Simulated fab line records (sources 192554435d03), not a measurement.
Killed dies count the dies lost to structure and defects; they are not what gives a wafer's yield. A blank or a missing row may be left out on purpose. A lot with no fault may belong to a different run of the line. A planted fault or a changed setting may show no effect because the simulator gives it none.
Matching of chambers | flow n5Finfet | N5_HKMG_FIN_PWFM_ALD_03 on aldMetal-02: 4 sister chambers
The step deposits TiN, target thk 2 nm, pulse time 1 s, purge time 3 s. 18 wafers are shown with their chamber, then 9 later ones without.

== EACH WAFER AND ITS CHAMBER ==
wafer  | chamber | heaterPowerW (W) | precursorPulseHeightRel
L074.1 | 2       | 930              | 1.003
L074.2 | 1       | 879              | 0.964
L074.3 | 3       | 855              | 1.029
L077.2 | 0       | 1100             | 0.994
L077.3 | 1       | 881              | 0.948
L077.6 | 2       | 952              | 0.990
L085.1 | 0       | 1041             | 0.990
L085.2 | 3       | 876              | 1.011
L085.6 | 2       | 940              | 0.992
L087.1 | 1       | 844              | 1.012
L087.5 | 1       | 872              | 0.982
L087.6 | 0       | 1060             | 1.010
L090.1 | 2       | 928              | 1.028
L090.4 | 1       | 879              | 1.027
L090.5 | 0       | 1020             | 1.037
L092.1 | 2       | 922              | 0.970
L092.2 | 0       | 1065             | 1.015
L092.3 | 1       | 865              | 1.008

SIGNATURES (averages over the wafers above)
reading                 | chamber 0 | chamber 1 | chamber 2 | chamber 3 | scatter within a chamber
heaterPowerW            | 1057.20   | 870.00    | 934.40    | 865.50    | 19.5
precursorPulseHeightRel | 1.00920   | 0.99017   | 0.99660   | 1.02000   | 0.024
Rule: a wafer's distance from a chamber is the root of the sum, over the readings, of the square of ((its reading less the chamber's mean) divided by the reading's scatter). If the next closest chamber is less than 2 further off than the closest, the wafer can't be placed; otherwise it belongs to the closest. How the scatter is found: for the shown wafers, subtract from each reading the mean of its chamber, square and add these, divide the total by (wafers less chambers), then take the root.

== WAFERS WITHOUT THEIR CHAMBER ==
wafer  | heaterPowerW (W) | precursorPulseHeightRel
L092.4 | 867              | 0.970
L092.5 | 1078             | 0.972
L092.6 | 833              | 1.009
L094.1 | 893              | 1.014
L094.2 | 856              | 1.001
L094.4 | 947              | 1.013
L097.2 | 1055             | 0.996
L097.4 | 856              | 1.013
L097.6 | 1071             | 0.989

== WHICH CHAMBER EACH ONE RAN IN ==
wafer  | from the rows above          | in truth
L092.4 | can't be placed: 1 or 3      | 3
L092.5 | 0                            | 0
L092.6 | can't be placed: 3 or 1      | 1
L094.1 | can't be placed: 3 or 1 or 2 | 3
L094.2 | can't be placed: 1 or 3      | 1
L094.4 | 2                            | 2
L097.2 | 0                            | 0
L097.4 | can't be placed: 3 or 1      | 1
L097.6 | 0                            | 0
Placed correctly: 4 of 9. Unplaceable from these rows: 5, with the true chamber sitting among the candidates in 5. 0 placed wrongly.
